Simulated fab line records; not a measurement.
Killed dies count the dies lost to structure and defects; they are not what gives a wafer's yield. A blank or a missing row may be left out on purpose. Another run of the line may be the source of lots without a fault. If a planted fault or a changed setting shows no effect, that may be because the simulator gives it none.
Chamber matching | flow n5 finfet | 4 sister chambers for N5_BEOL_M6_ETCH_62 on rie diel-06
The step etches SOC in N2/H2, target depth 110 nm, overetch 22 nm, time 165 s. 4 wafers are shown with their chamber, then 8 later ones without.

== EACH WAFER AND ITS CHAMBER ==
wafer  | chamber | drypump motor current A (A)
L078.6 | 1       | 4.9
L081.3 | 2       | 5.3
L089.6 | 3       | 6.7
L090.1 | 0       | 5.2

== WAFERS WITHOUT THEIR CHAMBER ==
wafer  | drypump motor current A (A)
L090.2 | 6.7
L090.3 | 4.8
L095.2 | 5.4
L095.3 | 6.7
L095.5 | 5.2
L094.1 | 5.2
L094.2 | 6.7
L094.5 | 6.7

== EACH ONE'S CHAMBER ==
wafer  | from the rows above     | in truth
L090.2 | 3                       | 3
L090.3 | 1                       | 1
L095.2 | can't be placed: 2 or 0 | 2
L095.3 | 3                       | 3
L095.5 | can't be placed: 0 or 2 | 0
L094.1 | can't be placed: 0 or 2 | 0
L094.2 | 3                       | 3
L094.5 | 3                       | 3
Correct placement for 5 of the 8. Cannot be placed on the basis of these rows: 3; the candidates contain the true chamber in 3. 0 placed wrongly.
How it was worked out, from the rows above alone: a wafer's distance from a chamber is the root of the sum, over the readings, of the square of ((its reading less the chamber's mean) divided by the reading's scatter). The wafer belongs to the nearest chamber; if the next one is less than 2 further off, it can't be placed. For every chamber, the mean is computed from those of its wafers that are shown. The scatter: root of mean squared gap, hidden wafer to nearest shown wafer, with one shown wafer a chamber.
